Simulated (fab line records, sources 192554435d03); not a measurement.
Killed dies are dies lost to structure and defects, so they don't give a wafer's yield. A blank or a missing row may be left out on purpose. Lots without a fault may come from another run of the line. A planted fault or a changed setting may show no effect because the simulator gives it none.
fab line records | flow n5_finfet
record lots=5 wafers=15 last_day=17
route steps=1938 shown BEOL_M14@1718
lots that met no fault: from a run of the same line without faults
start_h: hours from the record's first day to the start of the lot's first wafer shown | wait_h: hours since the lot's step before | " the same as in the row above | L1.1+2: a row that stands for several wafers | - no value, or no start given | * or withheld: withheld | < > ~ a bound
route shown NAME@n: a module of which the file shows steps, and the number in the route of the first | usual: mean/standard deviation of fault-free wafers | same: alike in all rows | chamber/n: place in a boat | sites: the reading at each site | _std_site: their standard deviation | _edge_site: outer sites' mean less inner sites' | radius_mm: how far each site lies from the wafer's centre | mask NAME#n: copy n | behind: the tool/chamber that last shaped the wafer | hold: why the lot was held/for how many hours/how that ended | device: the transistor (n, p or np) that didn't switch | end of line: the same wafers' tests at the end of the route | a step without rows: its recipe alone | killed: dies lost to structure and defects at the first sort, not the wafer's yield | map: a wafer's dies, x killed, . not, _ none there
set.NAME: the setting as run; set.NAME@STEP: as run at that earlier step | model.NAME: the simulator's own value behind a step, which no gauge read
lots at some steps of the route; a table a step, a row a wafer
services: from which hour (start_h, from the record's first day; less than 0 if before it) a tool's chamber was out of use, for how many hours, and why
## steps
# step N5_BEOL_M14_COAT_58
# recipe resist=BARC temp_c=205 time_s=60 spin_rpm=1500 resist_thk_nm=89
# columns lot.wafer tool chamber start_h wait_h
L079.2+4+6 litho_track-01 0 291.39 0.0
L084.1+4+5 litho_track-01 0 308.58 0.0
L089.3+4+5 litho_track-05 0 339.46 0.0
L090.2+3+6 litho_track-01 0 342.24 0.0
L095.1+2+4 litho_track-01 0 377.73 0.0
# step N5_BEOL_M14_COAT_04
# recipe spin_rpm=1704 resist_thk_nm=800
# columns lot.wafer tool chamber start_h wait_h
L079.2+4+6 litho_track-01 0 - -
L084.1+4+5 litho_track-01 0 - -
L089.3+4+5 litho_track-05 0 - -
L090.2+3+6 litho_track-01 0 - -
L095.1+2+4 litho_track-01 0 - -
# step N5_BEOL_M14_EBR_06
# recipe solvent=PGMEA ebr_width_mm=1.5
# columns lot.wafer tool chamber start_h wait_h
L079.2+4+6 litho_track-01 0 - -
L084.1+4+5 litho_track-01 0 - -
L089.3+4+5 litho_track-05 0 - -
L090.2+3+6 litho_track-01 0 - -
L095.1+2+4 litho_track-01 0 - -
# step N5_BEOL_M14_SOFTBAKE_05
# recipe temp_c=130 time_s=60
# columns lot.wafer tool chamber start_h wait_h
L079.2+4+6 litho_track-01 0 - -
L084.1+4+5 litho_track-01 0 - -
L089.3+4+5 litho_track-05 0 - -
L090.2+3+6 litho_track-01 0 - -
L095.1+2+4 litho_track-01 0 - -
# step N5_BEOL_M14_EXPOSE_07
# recipe mask_id=V13 na=0.8 source_shape=annular sigma_inner=0.5 sigma_outer=0.8 polarization=unpolarized attpsm_phase_deg=180 dose_mj=57
# usual exposure_dose_mJ_cm2=56.98/0.052
# same sigma_inner=0.5 sigma_outer=0.8
# columns lot.wafer tool chamber start_h wait_h mask exposure_dose_mJ_cm2
L079.2 krf_scanner-01 0 291.62 - V13#0 57.00
L079.4 " 0 " " V13#0 57.03
L079.6 " 0 " " V13#0 57.05
L084.1 krf_scanner-02 0 308.68 - V13#0 57.02
L084.4 " 0 " " V13#0 57.02
L084.5 " 0 " " V13#0 56.99
L089.3 krf_scanner-02 0 339.57 - V13#0 56.94
L089.4 " 0 " " V13#0 56.96
L089.5 " 0 " " V13#0 57.01
L090.2 krf_scanner-02 0 342.34 - V13#0 56.87
L090.3 " 0 " " V13#0 56.97
L090.6 " 0 " " V13#0 57.00
L095.1 krf_scanner-01 0 377.95 - V13#0 56.84
L095.2 " 0 " " V13#0 56.92
L095.4 " 0 " " V13#0 56.91
# step N5_BEOL_M14_PEB_08
# recipe peb_temp_c=130 peb_time_s=90
# columns lot.wafer tool chamber start_h wait_h
L079.2+4+6 litho_track-01 0 291.67 0.0
L084.1+4+5 litho_track-05 0 308.74 0.1
L089.3+4+5 litho_track-05 0 339.62 0.0
L090.2+3+6 litho_track-01 0 342.40 0.0
L095.1+2+4 litho_track-05 0 378.02 0.1
# step N5_BEOL_M14_DEVELOP_09
# recipe develop_time_s=45 rinse_liquid=diw dry=air_spin dev_temp_c=21
# columns lot.wafer tool chamber start_h wait_h
L079.2+4+6 litho_track-01 0 - -
L084.1+4+5 litho_track-05 0 - -
L089.3+4+5 litho_track-05 0 - -
L090.2+3+6 litho_track-01 0 - -
L095.1+2+4 litho_track-05 0 - -
# step N5_BEOL_M14_HARDBAKE_14
# recipe temp_c=130 time_s=120
# columns lot.wafer tool chamber start_h wait_h
L079.2+4+6 litho_track-01 0 - -
L084.1+4+5 litho_track-05 0 - -
L089.3+4+5 litho_track-05 0 - -
L090.2+3+6 litho_track-01 0 - -
L095.1+2+4 litho_track-05 0 - -
# step N5_BEOL_M14_CD_MEAS_10
# recipe target_cd_nm=250 landing_energy_ev=500 detector=se_inlens polarity=opening
# usual cd_nm=248.7/2.1
# columns lot.wafer tool chamber start_h wait_h cd_nm
L079.2 cd_sem-02 0 291.79 - 252.1
L079.4 " 0 " " 247.8
L079.6 " 0 " " 247.8
L084.1 cd_sem-02 0 308.85 - 248.9
L084.4 " 0 " " 247.9
L084.5 " 0 " " 248.8
L089.3 cd_sem-01 0 339.73 - 246.4
L089.4 " 0 " " 247.7
L089.5 " 0 " " 248.5
L090.2 cd_sem-01 0 342.51 - 250.5
L090.3 " 0 " " 250.9
L090.6 " 0 " " 252.6
L095.1 cd_sem-03 0 378.13 - 249.4
L095.2 " 0 " " 249.0
L095.4 " 0 " " 246.6
# step N5_BEOL_M14_OVL_MEAS_11
# recipe points_per_wafer=44
# usual V13_OVL=-6/5.9
# columns lot.wafer tool chamber start_h wait_h V13_OVL[nm]
L079.2 overlay-01 0 291.82 0.0 -7
L079.4 " 0 " " -5
L079.6 " 0 " " -5
L084.1 overlay-01 0 308.88 0.0 -1
L084.4 " 0 " " -2
L084.5 " 0 " " -11
L089.3 overlay-02 0 339.76 0.0 -6
L089.4 " 0 " " -12
L089.5 " 0 " " -12
L090.2 overlay-02 0 342.54 0.0 -5
L090.3 " 0 " " -11
L090.6 " 0 " " -14
L095.1 overlay-02 0 378.16 0.0 -5
L095.2 " 0 " " -8
L095.4 " 0 " " -8
# step N5_BEOL_M14_INSPECT_12
# recipe mode=adi inspect_instrument=macro
# usual raw_defect_count=1.8/1.3
# columns lot.wafer tool chamber start_h wait_h raw_defect_count
L079.2 defect_inspect-01 - 291.84 0.0 1
L079.4 " - " " 1
L079.6 " - " " 1
L084.1 defect_inspect-01 - 308.91 0.0 1
L084.4 " - " " 1
L084.5 " - " " 1
L089.3 defect_inspect-02 - 339.79 0.0 2
L089.4 " - " " 1
L089.5 " - " " 1
L090.2 defect_inspect-02 - 342.57 0.0 2
L090.3 " - " " 3
L090.6 " - " " 1
L095.1 defect_inspect-02 - 378.18 0.0 1
L095.2 " - " " 2
L095.4 " - " " 5
# step N5_BEOL_M14_DESCUM_15
# recipe chemistry=O2 time_s=7.9 source_power_w=50 bias_power_w=20 pressure_mtorr=20 rf_frequency_hz=2.712e+07 temp_c=40 o2_flow_sccm=225
# usual chamber_pressure_mTorr=20.000/0.02 drypump_motor_current_A=5.9/0.35 o2_flow_sccm=224.9/0.66 oes_product_au=0.83/0.066 rf_vpp_V=243.4/1.1 showerhead_plenum_p_Torr=2.12/0.058 throttle_valve_pct=20.44/0.22
# columns lot.wafer tool chamber start_h wait_h chamber_pressure_mTorr drypump_motor_current_A o2_flow_sccm oes_product_au rf_hours_counter_h rf_vpp_V showerhead_plenum_p_Torr throttle_valve_pct
L079.2 rie_diel-01 2 291.98 0.1 19.998 5.9 225.3 0.98 5 243.4 2.15 20.35
L079.4 " 0 " " 19.996 6.0 225.2 0.82 89 244.5 2.21 20.43
L079.6 " 1 " " 19.982 6.1 224.3 0.86 - 243.1 2.06 20.37
L084.1 rie_diel-06 1 308.94 0.0 19.998 6.5 224.4 0.86 62 242.3 2.14 20.75
L084.4 " 1 " " 20.030 6.5 225.5 0.86 - 243.1 2.14 20.74
L084.5 " 0 " " 19.986 6.2 225.1 0.83 - 242.1 2.03 20.66
L089.3 rie_diel-06 1 339.93 0.1 20.039 6.5 225.5 0.85 74 242.8 2.14 20.76
L089.4 " 2 " " 19.997 5.7 224.3 0.81 100 241.9 2.02 20.35
L089.5 " 3 " " 19.972 5.4 225.5 0.99 - 242.7 2.05 20.38
L090.2 rie_diel-01 3 342.62 0.0 19.976 5.3 224.9 0.82 87 245.5 2.22 20.73
L090.3 " 2 " " 19.978 5.9 224.3 0.93 22 244.0 2.15 20.37
L090.6 " 0 " " 20.011 6.0 224.8 0.78 - 245.5 2.20 20.45
L095.1 rie_diel-01 3 378.22 0.0 19.981 5.3 225.6 0.80 100 243.6 2.21 20.77
L095.2 " 1 " " 20.014 6.1 224.4 0.83 71 242.7 2.05 20.42
L095.4 " 0 " " 20.009 6.0 224.9 0.78 123 243.0 2.20 20.46
# step N5_BEOL_M14_ETCH_59
# recipe chemistry=N2/H2 target=BARC target_depth_a=890 overetch_a=267 time_s=67.9 ion_energy_ev=200 pressure_mtorr=30 source_w=840 bias_w=150 n2_flow_sccm=200 h2_flow_sccm=200
# usual chamber_pressure_mTorr=30.002/0.027 drypump_motor_current_A=5.9/0.36 oes_product_au=0.71/0.053 rf_vpp_V=524.3/1.9 showerhead_plenum_p_Torr=2.56/0.062 throttle_valve_pct=17.81/0.21
# columns lot.wafer tool chamber start_h wait_h chamber_pressure_mTorr drypump_motor_current_A oes_product_au rf_hours_counter_h rf_vpp_V showerhead_plenum_p_Torr throttle_valve_pct
L079.2 rie_diel-01 2 292.01 0.0 30.044 5.9 0.84 5 524.4 2.59 17.55
L079.4 " 0 " " 30.000 6.0 0.70 89 527.9 2.68 17.89
L079.6 " 1 " " 29.979 6.1 0.75 - 521.4 2.49 17.78
L084.1 rie_diel-06 1 308.98 0.0 29.979 6.6 0.72 62 524.8 2.58 18.01
L084.4 " 1 " " 29.990 6.5 0.71 - 524.8 2.57 18.00
L084.5 " 0 " " 30.071 6.2 0.70 - 520.1 2.47 18.18
L089.3 rie_diel-06 1 339.96 0.0 29.998 6.5 0.71 74 524.0 2.57 18.02
L089.4 " 2 " " 30.063 5.7 0.69 100 521.3 2.46 17.95
L089.5 " 3 " " 30.000 5.4 0.82 - 523.9 2.49 17.83
L090.2 rie_diel-01 3 342.65 0.0 29.970 5.3 0.68 87 527.7 2.66 17.99
L090.3 " 2 " " 30.027 5.9 0.79 22 525.3 2.58 17.58
L090.6 " 0 " " 30.032 6.0 0.67 - 526.9 2.67 17.92
L095.1 rie_diel-01 3 378.25 0.0 30.004 5.3 0.67 100 528.4 2.65 18.02
L095.2 " 1 " " 29.989 6.0 0.71 71 522.6 2.47 17.85
L095.4 " 0 " " 29.967 6.0 0.66 123 526.7 2.67 17.93
# step N5_BEOL_M14_VIA_ETCH_16
# recipe chemistry=C4F8/O2/Ar target=SiO2 he_inner_torr=15 he_outer_torr=30 target_depth_a=12313 time_s=withheld ion_energy_ev=800 pressure_mtorr=20 source_w=1905 bias_w=2040 Ar_flow_sccm=400 C4F8_flow_sccm=16 O2_flow_sccm=12 ends=cleared
# usual chamber_pressure_mTorr=19.998/0.018 drypump_motor_current_A=5.9/0.35 oes_product_au=0.75/0.057 rf_vpp_V=2247/32 showerhead_plenum_p_Torr=3.46/0.081 throttle_valve_pct=30.84/0.28
# columns lot.wafer tool chamber start_h wait_h chamber_pressure_mTorr drypump_motor_current_A oes_product_au rf_vpp_V showerhead_plenum_p_Torr throttle_valve_pct
L079.2 rie_diel-01 2 292.06 0.0 19.983 5.9 0.87 2261 3.52 30.79
L079.4 " 0 " " 19.973 6.0 0.72 2222 3.58 30.68
L079.6 " 1 " " 19.984 6.1 0.79 2267 3.36 30.67
L084.1 rie_diel-06 1 309.03 0.0 19.983 6.5 0.76 2259 3.47 31.01
L084.4 " 1 " " 20.016 6.5 0.77 2258 3.47 31.02
L084.5 " 0 " " 20.004 6.2 0.75 2254 3.34 31.26
L089.3 rie_diel-06 1 340.01 0.0 19.985 6.6 0.75 2259 3.46 31.03
L089.4 " 2 " " 19.994 5.7 0.72 2233 3.33 30.86
L089.5 " 3 " " 20.007 5.4 0.88 2263 3.38 30.96
L090.2 rie_diel-01 3 342.70 0.0 20.031 5.3 0.72 2228 3.61 31.21
L090.3 " 2 " " 19.989 5.9 0.84 2257 3.51 30.83
L090.6 " 0 " " 20.003 6.0 0.71 2221 3.57 30.70
L095.1 rie_diel-01 3 378.31 0.0 20.016 5.3 0.72 2228 3.60 31.23
L095.2 " 1 " " 20.022 6.1 0.74 2265 3.34 30.70
L095.4 " 0 " " 20.004 6.0 0.70 2219 3.56 30.70
# step N5_BEOL_M14_STRIP_63
# recipe chemistry=O2 power_w=600 temp_c=60 pressure_mtorr=30 rf_frequency_hz=6e+07 bias_power_w=0 overash_fraction=0.3 o2_flow_sccm=225
# usual chamber_pressure_mTorr=30.00/0.049 drypump_motor_current_A=5.9/0.36 o2_flow_sccm=225.0/0.68 oes_product_au=0.83/0.066 rf_vpp_V=3.6/0.84 showerhead_plenum_p_Torr=2.12/0.058 throttle_valve_pct=16.65/0.21
# same overash_fraction=0.3
# columns lot.wafer tool chamber start_h wait_h chamber_pressure_mTorr drypump_motor_current_A o2_flow_sccm oes_product_au rf_hours_counter_h rf_vpp_V showerhead_plenum_p_Torr throttle_valve_pct
L079.2 rie_diel-01 2 - - 29.95 5.9 225.6 0.98 5 3.3 2.16 16.50
L079.4 " 0 " " 29.93 6.0 224.6 0.80 89 3.9 2.21 16.63
L079.6 " 1 " " 29.91 6.1 225.1 0.87 - 4.5 2.06 16.57
L084.1 rie_diel-06 1 - - 29.95 6.5 225.5 0.84 62 2.0 2.14 16.92
L084.4 " 1 " " 30.05 6.5 225.9 0.84 - 3.0 2.14 16.90
L084.5 " 0 " " 30.06 6.2 225.4 0.82 - 2.9 2.04 16.82
L089.3 rie_diel-06 1 - - 30.02 6.5 224.1 0.84 74 3.6 2.14 16.96
L089.4 " 2 " " 30.01 5.7 225.0 0.81 100 4.6 2.02 16.59
L089.5 " 3 " " 29.96 5.4 224.5 0.99 - 1.9 2.05 16.55
L090.2 rie_diel-01 3 - - 29.98 5.3 225.4 0.82 87 4.4 2.22 16.90
L090.3 " 2 " " 30.01 5.9 226.2 0.93 22 3.7 2.15 16.57
L090.6 " 0 " " 30.01 6.0 225.1 0.79 - 2.8 2.21 16.68
L095.1 rie_diel-01 3 - - 29.98 5.3 224.7 0.80 101 4.1 2.22 16.91
L095.2 " 1 " " 30.06 6.0 225.2 0.84 71 3.3 2.05 16.64
L095.4 " 0 " " 30.02 6.0 225.5 0.77 123 3.1 2.20 16.67
# step N5_BEOL_M14_STRIP_64
# recipe chemistry=O2 power_w=600 temp_c=60 pressure_mtorr=30 rf_frequency_hz=6e+07 bias_power_w=0 overash_fraction=0.3 o2_flow_sccm=225
# usual chamber_pressure_mTorr=29.999/0.026 drypump_motor_current_A=5.9/0.36 o2_flow_sccm=225.0/0.75 oes_product_au=0.83/0.065 rf_vpp_V=3.7/0.46 showerhead_plenum_p_Torr=2.12/0.058 throttle_valve_pct=16.65/0.21
# same overash_fraction=0.3
# columns lot.wafer tool chamber start_h wait_h chamber_pressure_mTorr drypump_motor_current_A o2_flow_sccm oes_product_au rf_hours_counter_h rf_vpp_V showerhead_plenum_p_Torr throttle_valve_pct
L079.2 rie_diel-01 2 - - 29.991 5.9 225.8 0.97 5 3.4 2.16 16.50
L079.4 " 0 " " 30.002 6.0 223.7 0.81 89 3.8 2.21 16.63
L079.6 " 1 " " 30.013 6.1 224.9 0.87 - 3.1 2.06 16.58
L084.1 rie_diel-06 1 - - 29.974 6.5 225.0 0.86 62 3.9 2.14 16.93
L084.4 " 1 " " 30.000 6.5 225.0 0.85 - 3.6 2.14 16.93
L084.5 " 0 " " 29.963 6.2 224.6 0.83 - 4.1 2.04 16.83
L089.3 rie_diel-06 1 - - 30.047 6.5 224.3 0.84 74 4.1 2.14 16.95
L089.4 " 2 " " 30.017 5.7 225.8 0.80 100 4.2 2.02 16.58
L089.5 " 3 " " 30.044 5.3 226.3 0.98 - 3.2 2.05 16.57
L090.2 rie_diel-01 3 - - 30.033 5.3 224.6 0.81 87 3.3 2.22 16.91
L090.3 " 2 " " 29.968 5.9 224.3 0.93 22 3.0 2.15 16.55
L090.6 " 0 " " 30.010 6.0 226.4 0.79 - 3.7 2.21 16.69
L095.1 rie_diel-01 3 - - 29.951 5.3 224.5 0.80 101 3.8 2.22 16.91
L095.2 " 1 " " 29.980 6.1 225.7 0.82 71 3.4 2.05 16.62
L095.4 " 0 " " 30.001 6.0 224.6 0.78 123 3.4 2.20 16.69
# step N5_BEOL_M14_STRIP_71
# recipe chemistry=post_etch_residue_remover time_s=60 temp_c=25 remover_ph=withheld remover_water_wt_pct=withheld remover_fluoride_wt_pct=withheld
# columns lot.wafer tool chamber start_h wait_h
L079.2+4+6 wet_bench-03 3,6,2 292.35 -
L084.1+4+5 wet_bench-03 5,6,0 309.32 -
L089.3+4+5 wet_bench-04 7,1,0 340.30 -
L090.2+3+6 wet_bench-01 0,1,7 342.99 -
L095.1+2+4 wet_bench-03 2,3,6 378.59 -
# step N5_BEOL_M14_SRD_72
# recipe time_s=30 temp_c=23 rinse_liquid=diw dry=n2_spin spin_rpm=1500 dry_time_s=30
# usual do_supply_ppb=10.00/0.1
# columns lot.wafer tool chamber start_h wait_h do_supply_ppb
L079.2 wet_bench-03 3 292.37 0.0 10.02
L079.4 " 6 " " 9.95
L079.6 " 2 " " 10.20
L084.1 wet_bench-03 5 309.34 0.0 9.89
L084.4 " 6 " " 10.06
L084.5 " 0 " " 9.89
L089.3 wet_bench-04 7 340.32 0.0 9.97
L089.4 " 1 " " 10.01
L089.5 " 0 " " 9.96
L090.2 wet_bench-01 0 343.01 0.0 9.92
L090.3 " 1 " " 9.83
L090.6 " 7 " " 10.01
L095.1 wet_bench-03 2 378.61 0.0 10.01
L095.2 " 3 " " 10.04
L095.4 " 6 " " 10.24
# step N5_BEOL_M14_CD_MEAS_17
# recipe target_cd_nm=250 polarity=opening
# usual cd_nm=249.4/2.3
# columns lot.wafer tool chamber start_h wait_h cd_nm
L079.2 cd_sem-03 - 292.41 0.0 252.7
L079.4 " - " " 246.7
L079.6 " - " " 249.1
L084.1 cd_sem-01 - 309.38 0.0 248.4
L084.4 " - " " 247.4
L084.5 " - " " 250.5
L089.3 cd_sem-03 - 340.36 0.0 247.1
L089.4 " - " " 248.7
L089.5 " - " " 249.7
L090.2 cd_sem-01 - 343.05 0.0 252.8
L090.3 " - " " 252.4
L090.6 " - " " 252.5
L095.1 cd_sem-01 - 378.65 0.0 250.8
L095.2 " - " " 252.7
L095.4 " - " " 246.7
# step N5_BEOL_M14_COAT_65
# recipe resist=SOC temp_c=250 time_s=60 spin_rpm=1500 resist_thk_nm=450
# columns lot.wafer tool chamber start_h wait_h
L079.2+4+6 litho_track-01 0 292.45 0.0
L084.1+4+5 litho_track-05 0 309.41 0.0
L089.3+4+5 litho_track-01 0 340.40 0.0
L090.2+3+6 litho_track-01 0 343.09 0.0
L095.1+2+4 litho_track-01 0 378.69 0.0
# step N5_BEOL_M14_COAT_66
# recipe resist=SiARC temp_c=220 time_s=60 spin_rpm=1500 resist_thk_nm=110
# columns lot.wafer tool chamber start_h wait_h
L079.2+4+6 litho_track-01 0 - -
L084.1+4+5 litho_track-05 0 - -
L089.3+4+5 litho_track-01 0 - -
L090.2+3+6 litho_track-01 0 - -
L095.1+2+4 litho_track-01 0 - -
# step N5_BEOL_M14_COAT_22
# recipe spin_rpm=2888 resist_thk_nm=300
# columns lot.wafer tool chamber start_h wait_h
L079.2+4+6 litho_track-01 0 - -
L084.1+4+5 litho_track-05 0 - -
L089.3+4+5 litho_track-01 0 - -
L090.2+3+6 litho_track-01 0 - -
L095.1+2+4 litho_track-01 0 - -
# step N5_BEOL_M14_EBR_24
# recipe solvent=PGMEA ebr_width_mm=1.5
# columns lot.wafer tool chamber start_h wait_h
L079.2+4+6 litho_track-01 0 - -
L084.1+4+5 litho_track-05 0 - -
L089.3+4+5 litho_track-01 0 - -
L090.2+3+6 litho_track-01 0 - -
L095.1+2+4 litho_track-01 0 - -
# step N5_BEOL_M14_SOFTBAKE_23
# recipe temp_c=130 time_s=60
# columns lot.wafer tool chamber start_h wait_h
L079.2+4+6 litho_track-01 0 - -
L084.1+4+5 litho_track-05 0 - -
L089.3+4+5 litho_track-01 0 - -
L090.2+3+6 litho_track-01 0 - -
L095.1+2+4 litho_track-01 0 - -
# step N5_BEOL_M14_EXPOSE_25
# recipe mask_id=M14 na=0.8 source_shape=annular sigma_inner=0.5 sigma_outer=0.8 polarization=unpolarized target_cd_nm=280 dose_mj=26.6
# usual exposure_dose_mJ_cm2=26.595/0.023
# same sigma_inner=0.5 sigma_outer=0.8
# columns lot.wafer tool chamber start_h wait_h mask exposure_dose_mJ_cm2
L079.2 krf_scanner-02 0 292.57 - M14#0 26.566
L079.4 " 0 " " M14#0 26.595
L079.6 " 0 " " M14#0 26.581
L084.1 krf_scanner-02 0 309.66 - M14#0 26.592
L084.4 " 0 " " M14#0 26.603
L084.5 " 0 " " M14#0 26.606
L089.3 krf_scanner-02 0 340.65 - M14#0 26.609
L089.4 " 0 " " M14#0 26.591
L089.5 " 0 " " M14#0 26.616
L090.2 krf_scanner-01 0 343.21 - M14#0 26.590
L090.3 " 0 " " M14#0 26.585
L090.6 " 0 " " M14#0 26.560
L095.1 krf_scanner-02 0 378.93 - M14#0 26.569
L095.2 " 0 " " M14#0 26.573
L095.4 " 0 " " M14#0 26.570
# step N5_BEOL_M14_PEB_26
# recipe peb_temp_c=130 peb_time_s=90
# columns lot.wafer tool chamber start_h wait_h
L079.2+4+6 litho_track-01 0 292.62 0.0
L084.1+4+5 litho_track-01 0 309.72 0.1
L089.3+4+5 litho_track-05 0 340.70 0.0
L090.2+3+6 litho_track-03 0 343.27 0.0
L095.1+2+4 litho_track-01 0 378.99 0.1
# step N5_BEOL_M14_DEVELOP_27
# recipe develop_time_s=45 rinse_liquid=diw dry=air_spin dev_temp_c=21
# columns lot.wafer tool chamber start_h wait_h
L079.2+4+6 litho_track-01 0 - -
L084.1+4+5 litho_track-01 0 - -
L089.3+4+5 litho_track-05 0 - -
L090.2+3+6 litho_track-03 0 - -
L095.1+2+4 litho_track-01 0 - -
# step N5_BEOL_M14_HARDBAKE_32
# recipe temp_c=130 time_s=120
# columns lot.wafer tool chamber start_h wait_h
L079.2+4+6 litho_track-01 0 - -
L084.1+4+5 litho_track-01 0 - -
L089.3+4+5 litho_track-05 0 - -
L090.2+3+6 litho_track-03 0 - -
L095.1+2+4 litho_track-01 0 - -
# step N5_BEOL_M14_CD_MEAS_28
# recipe target_cd_nm=284.4 landing_energy_ev=500 detector=se_inlens
# usual cd_nm=283.1/1.2
# columns lot.wafer tool chamber start_h wait_h cd_nm
L079.2 cd_sem-02 0 292.74 - 283.2
L079.4 " 0 " " 284.1
L079.6 " 0 " " 281.7
L084.1 cd_sem-02 0 309.83 - 283.7
L084.4 " 0 " " 281.6
L084.5 " 0 " " 281.6
L089.3 cd_sem-02 0 340.82 - 282.1
L089.4 " 0 " " 282.2
L089.5 " 0 " " 284.4
L090.2 cd_sem-03 0 343.38 - 284.2
L090.3 " 0 " " 283.4
L090.6 " 0 " " 283.5
L095.1 cd_sem-02 0 379.10 - 282.7
L095.2 " 0 " " 281.7
L095.4 " 0 " " 283.4
# step N5_BEOL_M14_OVL_MEAS_29
# recipe points_per_wafer=44
# usual M14_OVL=-1/5.4
# columns lot.wafer tool chamber start_h wait_h M14_OVL[nm]
L079.2 overlay-01 0 292.77 0.0 -3
L079.4 " 0 " " -1
L079.6 " 0 " " 0
L084.1 overlay-01 0 309.86 0.0 2
L084.4 " 0 " " -6
L084.5 " 0 " " 0
L089.3 overlay-01 0 340.84 0.0 -1
L089.4 " 0 " " -6
L089.5 " 0 " " -10
L090.2 overlay-02 0 343.41 0.0 -5
L090.3 " 0 " " -10
L090.6 " 0 " " 3
L095.1 overlay-01 0 379.13 0.0 -3
L095.2 " 0 " " -8
L095.4 " 0 " " 3
# step N5_BEOL_M14_INSPECT_30
# recipe mode=adi inspect_instrument=macro
# usual raw_defect_count=2.3/1.5
# columns lot.wafer tool chamber start_h wait_h raw_defect_count
L079.2 defect_inspect-01 - 292.79 0.0 4
L079.4 " - " " 3
L079.6 " - " " 0
L084.1 defect_inspect-01 - 309.88 0.0 3
L084.4 " - " " 3
L084.5 " - " " 3
L089.3 defect_inspect-02 - 340.87 0.0 3
L089.4 " - " " 2
L089.5 " - " " 4
L090.2 defect_inspect-01 - 343.43 0.0 2
L090.3 " - " " 7
L090.6 " - " " 2
L095.1 defect_inspect-01 - 379.16 0.0 1
L095.2 " - " " 7
L095.4 " - " " 4
# step N5_BEOL_M14_DESCUM_33
# recipe chemistry=O2 time_s=7.9 source_power_w=50 bias_power_w=20 pressure_mtorr=20 rf_frequency_hz=2.712e+07 temp_c=40 o2_flow_sccm=225
# usual chamber_pressure_mTorr=19.998/0.025 drypump_motor_current_A=5.9/0.35 o2_flow_sccm=225.0/0.59 oes_product_au=0.84/0.068 rf_vpp_V=243.4/1.2 showerhead_plenum_p_Torr=2.12/0.065 throttle_valve_pct=20.48/0.2
# columns lot.wafer tool chamber start_h wait_h chamber_pressure_mTorr drypump_motor_current_A o2_flow_sccm oes_product_au rf_hours_counter_h rf_vpp_V showerhead_plenum_p_Torr throttle_valve_pct
L079.2 rie_diel-01 1 293.07 0.3 19.979 6.1 225.1 0.86 37 243.2 2.06 20.38
L079.4 " 3 " " 19.998 5.3 225.6 0.83 67 244.2 2.23 20.71
L079.6 " 1 " " 20.004 6.1 224.3 0.86 - 242.8 2.06 20.38
L084.1 rie_diel-01 0 309.92 0.0 19.971 6.0 225.2 0.80 97 244.5 2.21 20.43
L084.4 " 3 " " 19.981 5.4 225.5 0.82 74 245.8 2.22 20.73
L084.5 " 3 " " 19.980 5.4 224.2 0.82 - 245.6 2.22 20.73
L089.3 rie_diel-06 3 340.90 0.0 20.002 5.4 225.2 0.99 8 242.2 2.05 20.37
L089.4 " 1 " " 19.993 6.5 225.3 0.84 74 243.3 2.14 20.77
L089.5 " 0 " " 20.027 6.2 225.3 0.81 - 243.5 2.03 20.69
L090.2 rie_diel-01 3 343.68 0.2 19.955 5.3 224.4 0.81 87 244.4 2.22 20.73
L090.3 " 1 " " 20.002 6.1 225.7 0.83 58 242.4 2.05 20.39
L090.6 " 3 " " 19.998 5.3 223.5 0.80 - 244.2 2.22 20.76
L095.1 rie_diel-06 1 379.19 0.0 20.005 6.5 225.0 0.82 88 243.0 2.13 20.81
L095.2 " 0 " " 19.969 6.2 224.9 0.80 97 243.0 2.03 20.71
L095.4 " 2 " " 20.038 5.7 225.3 0.78 114 243.2 2.01 20.38
# step N5_BEOL_M14_ETCH_67
# recipe chemistry=CF4 target=SiARC target_depth_a=1430 time_s=238.3 ion_energy_ev=80 pressure_mtorr=40 source_w=545 bias_w=36 Ar_flow_sccm=100 cf4_flow_sccm=100 ends=cleared
# usual chamber_pressure_mTorr=40.00/0.038 drypump_motor_current_A=5.9/0.35 etch_rf_on_time_s=239/4.6 oes_product_au=0.71/0.057 rf_vpp_V=184.5/1.1 showerhead_plenum_p_Torr=2.15/0.061 throttle_valve_pct=15.55/0.21
# columns lot.wafer tool chamber start_h wait_h chamber_pressure_mTorr drypump_motor_current_A etch_rf_on_time_s oes_product_au rf_hours_counter_h rf_vpp_V showerhead_plenum_p_Torr throttle_valve_pct
L079.2 rie_diel-01 1 293.11 0.0 39.97 6.1 244 0.74 37 184.2 2.08 15.35
L079.4 " 3 " " 39.95 5.3 235 0.71 67 185.7 2.27 15.76
L079.6 " 1 " " 40.03 6.1 245 0.74 - 184.7 2.08 15.35
L084.1 rie_diel-01 0 309.95 0.0 39.98 6.0 234 0.69 97 184.7 2.24 15.55
L084.4 " 3 " " 39.97 5.3 232 0.70 74 185.6 2.26 15.78
L084.5 " 3 " " 40.01 5.3 232 0.71 - 185.7 2.26 15.78
L089.3 rie_diel-06 3 340.94 0.0 39.93 5.4 231 0.84 8 183.4 2.11 15.55
L089.4 " 1 " " 40.03 6.5 240 0.70 74 184.1 2.16 15.77
L089.5 " 0 " " 39.99 6.2 232 0.70 - 184.9 2.08 15.75
L090.2 rie_diel-01 3 343.72 0.0 40.03 5.3 229 0.69 87 186.1 2.26 15.80
L090.3 " 1 " " 39.94 6.1 243 0.71 58 184.9 2.08 15.40
L090.6 " 3 " " 39.98 5.3 231 0.69 - 185.7 2.26 15.80
L095.1 rie_diel-06 1 379.23 0.0 40.00 6.5 241 0.69 89 184.5 2.16 15.78
L095.2 " 0 " " 40.00 6.2 233 0.69 97 182.4 2.08 15.79
L095.4 " 2 " " 40.03 5.7 236 0.68 115 183.2 2.07 15.57
## services
# columns tool chamber start_h hours kind
krf_scanner-02 - 281.41 0.8 pm
rie_diel-06 3 303.32 - clean
rie_diel-06 3 303.32 - consumable_replace:focus_ring
rie_diel-06 3 303.32 15.4 scheduled_down
rie_diel-06 3 303.32 15.4 vent_cycle
krf_scanner-01 - 304.61 4.0 pm
krf_scanner-02 0 313.12 - calibration
rie_diel-01 2 315.73 7.1 repair
wet_bench-03 - 321.35 2.3 repair
krf_scanner-01 - 321.71 0.6 repair
krf_scanner-02 - 334.23 3.6 pm
krf_scanner-01 - 367.62 0.8 pm
krf_scanner-02 - 370.47 0.9 repair
krf_scanner-02 - 374.38 1.3 pm
## key
fault none
